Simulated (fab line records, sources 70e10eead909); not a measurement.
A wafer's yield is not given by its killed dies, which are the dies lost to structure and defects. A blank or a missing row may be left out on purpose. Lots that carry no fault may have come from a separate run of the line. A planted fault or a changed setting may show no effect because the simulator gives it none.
Chamber matching ; flow nand-harc ; 3 sister chambers for NHARC_P_M1_PRE_CLEAN_32 on pecvd-02
The step time 12 s. 6 wafers are shown with their chamber, then 10 later ones without.

## WAFERS PAIRED WITH THEIR CHAMBERS
wafer;chamber;heater-power-w (W)
L084.4;2;587
L087.5;2;605
L089.4;0;593
L089.5;1;623
L093.3;0;608
L093.5;1;587

## WAFERS WITHOUT THEIR CHAMBER
wafer;heater-power-w (W)
L093.6;537
L094.2;586
L094.3;616
L094.4;532
L095.3;573
L095.4;591
L095.6;520
L096.3;647
L096.4;646
L096.5;554

## EACH ONE'S CHAMBER
wafer;from the rows above;in truth
L093.6;can't be placed: 2 or 0 or 1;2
L094.2;can't be placed: 2 or 0 or 1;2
L094.3;can't be placed: 1 or 0 or 2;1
L094.4;can't be placed: 2 or 0 or 1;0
L095.3;can't be placed: 2 or 0 or 1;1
L095.4;can't be placed: 2 or 0 or 1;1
L095.6;can't be placed: 2 or 0 or 1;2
L096.3;can't be placed: 1 or 0 or 2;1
L096.4;can't be placed: 1 or 0 or 2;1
L096.5;can't be placed: 2 or 0 or 1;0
0 of 10 placed correctly. Unplaceable from these rows: 10, with the true chamber sitting among the candidates in 10. Wrongly placed: 0.
How it was worked out, from the rows above alone: a wafer's distance from a chamber is the root of the sum, over the readings, of the square of ((its reading less the chamber's mean) divided by the reading's scatter). If the next closest chamber is less than 2 further off than the closest, the wafer can't be placed; otherwise it belongs to the closest. For every chamber, the mean is computed from those of its wafers that are shown. The scatter is the square root of a quotient: the sum, over the shown wafers, of each reading's squared deviation from its chamber's mean, divided by wafers minus chambers.
